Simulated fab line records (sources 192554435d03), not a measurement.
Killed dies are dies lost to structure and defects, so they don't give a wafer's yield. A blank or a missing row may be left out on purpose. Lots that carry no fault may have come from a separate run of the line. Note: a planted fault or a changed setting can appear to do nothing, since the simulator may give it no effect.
Chamber matching / flow n5-finfet / N5_BEOL_M8_ILD_DEP_00 on pecvd-02 has 3 sister chambers
The step deposits SiCOH lowk from DEMS/porogen, target thk 179.75 nm, time 33.4 s. 3 wafers are shown with their chamber, then 7 later ones without.

WAFERS WITH THEIR CHAMBER
wafer=L213.1; chamber=2; throttle-valve-pct (%)=13.0
wafer=L214.3; chamber=0; throttle-valve-pct (%)=12.9
wafer=L214.4; chamber=1; throttle-valve-pct (%)=14.8

WAFERS WITHOUT THEIR CHAMBER
wafer=L222.1; throttle-valve-pct (%)=14.9
wafer=L222.3; throttle-valve-pct (%)=12.9
wafer=L222.4; throttle-valve-pct (%)=14.5
wafer=L226.3; throttle-valve-pct (%)=14.6
wafer=L226.6; throttle-valve-pct (%)=12.9
wafer=L228.1; throttle-valve-pct (%)=14.8
wafer=L228.6; throttle-valve-pct (%)=14.8

EACH ONE'S CHAMBER
wafer=L222.1; from the rows above=1; in truth=1
wafer=L222.3; from the rows above=can't be placed: 0 or 2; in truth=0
wafer=L222.4; from the rows above=1; in truth=1
wafer=L226.3; from the rows above=1; in truth=1
wafer=L226.6; from the rows above=can't be placed: 0 or 2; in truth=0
wafer=L228.1; from the rows above=1; in truth=1
wafer=L228.6; from the rows above=1; in truth=1
5 of 7 placed correctly. Cannot be placed on the basis of these rows: 2; the candidates contain the true chamber in 2. Wrongly placed: 0.
How it was worked out, from the rows above alone: a wafer's distance from a chamber is the root of the sum, over the readings, of the square of ((its reading less the chamber's mean) divided by the reading's scatter). If the next closest chamber is less than 2 further off than the closest, the wafer can't be placed; otherwise it belongs to the closest. A chamber's mean is the mean of its shown wafers. The scatter: with one shown wafer a chamber, the root of the mean of the squares of how far each hidden wafer lies from its nearest shown one.
